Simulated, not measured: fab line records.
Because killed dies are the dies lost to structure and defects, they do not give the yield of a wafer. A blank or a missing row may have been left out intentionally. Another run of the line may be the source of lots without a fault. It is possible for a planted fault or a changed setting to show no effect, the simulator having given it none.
Code-filled problem report in 8D (eight disciplines) form ; flow n5 finfet ; the parts of the form that need people (team, actions taken, sign-off) are left out

## 1. WHAT WENT WRONG
At N5_PMOS_HMC_CHANNEL_EPI_CD_MEAS_09, cd nm averages 228.6 nm over 2 wafers from 2 lots, while fault-free wafers read 237.4 nm, standard deviation 1. Relative to the usual mean, that is a shift of -8.8 standard deviations.
The step: target cd 237.4 nm.
First seen on wafer L941.4, day 5 23:07, on cd sem-02. At this step, 26 wafers from 9 lots have a number in the record. Rule for "out", or "out of limits": more than 4 standard deviations from the usual mean. The other wafers with a number count as sound.

## 2. WHAT IT IS, WHAT IT ISN'T
question;is;is not
which readings at this step;cd nm;-
which lots;L941, L945;L926, L927, L928, L929, L930, L931, L935
which wafers of those lots;L941.4, L945.5;L941.2, L941.6, L945.1
read on which gauges;cd sem-01, cd sem-02;cd sem-03
when;from day 5 23:07;"up to then (23 sound wafers); but 1 sound wafer of L945 came after"

## 3. SUSPECTS, AND WHAT RULES EACH OUT
Counting: any tool at a process step up to the reading remains a suspect provided it ran every lot that is out. Sound lots after the first of them don't rule it out here, since some wafers of a struck lot are sound.
- the gauge at N5_PMOS_HMC_CHANNEL_EPI_CD_MEAS_09 is ruled out. The wafers that are out were read on 2 gauges (cd sem-01, cd sem-02).
- litho track-02 at N5_PMOS_HMC_CHANNEL_EPI_PEB_07 (peb time 60 s): kept. It ran every lot that is out, first L941 (day 5 23:04); its last sound lot up to then is L931 (day 3 17:22). Out on those wafers are its own readings of heater power total W.
Remaining after the count: litho track-02 at N5_PMOS_HMC_CHANNEL_EPI_PEB_07.

## 4. THE CAUSE (what the simulator had put in)
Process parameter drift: litho track-02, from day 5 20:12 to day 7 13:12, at N5_PMOS_HMC_CHANNEL_EPI_PEB_07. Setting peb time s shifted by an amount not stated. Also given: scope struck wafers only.
Counting left only this tool.

## 5. SEQUENCE OF EFFECTS, ordered by route
Each row: a reading whose mean over the struck wafers that have a number lies more than 3 standard deviations from the usual. Scope: only readings with a usual standard deviation given in the record; hours: median across lots of the time from each lot's start at the first step in this table that gives one to its start at this step; sigmas: change in usual standard deviations.
hours;step;reading;usual;on struck wafers;change;sigmas
0;N5_PMOS_HMC_CHANNEL_EPI_PEB_07;heater power total W;175.0 W;201.4;+26.4;+16
0;N5_PMOS_HMC_CHANNEL_EPI_CD_MEAS_09;cd nm;237.4 nm;228.6;-8.8;-8.8
Its process steps:
- N5_PMOS_HMC_CHANNEL_EPI_PEB_07: peb time 60 s.
Later measuring or inspecting steps at which every struck wafer that the step has a row for has a number for every such reading, and none has moved that far: N5_BEOL_M4_RC_MEAS_101.

## 6. HOW IT WOULD HAVE BEEN CAUGHT EARLIER
3 hours passed between the start of the fault at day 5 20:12 and the first reading out of limits at a measuring or inspecting step in this record, taken at day 5 23:07.
The tool's own readings at N5_PMOS_HMC_CHANNEL_EPI_PEB_07 were out on every struck wafer that the step has a row for (heater power total W): an alarm limit on them would have fired on the first of those.
L945, from the lots that are out (2), started N5_PMOS_HMC_CHANNEL_EPI_PEB_07 on litho track-02 later than day 5 23:07. It would have been spared by a hold on the tool at that moment.
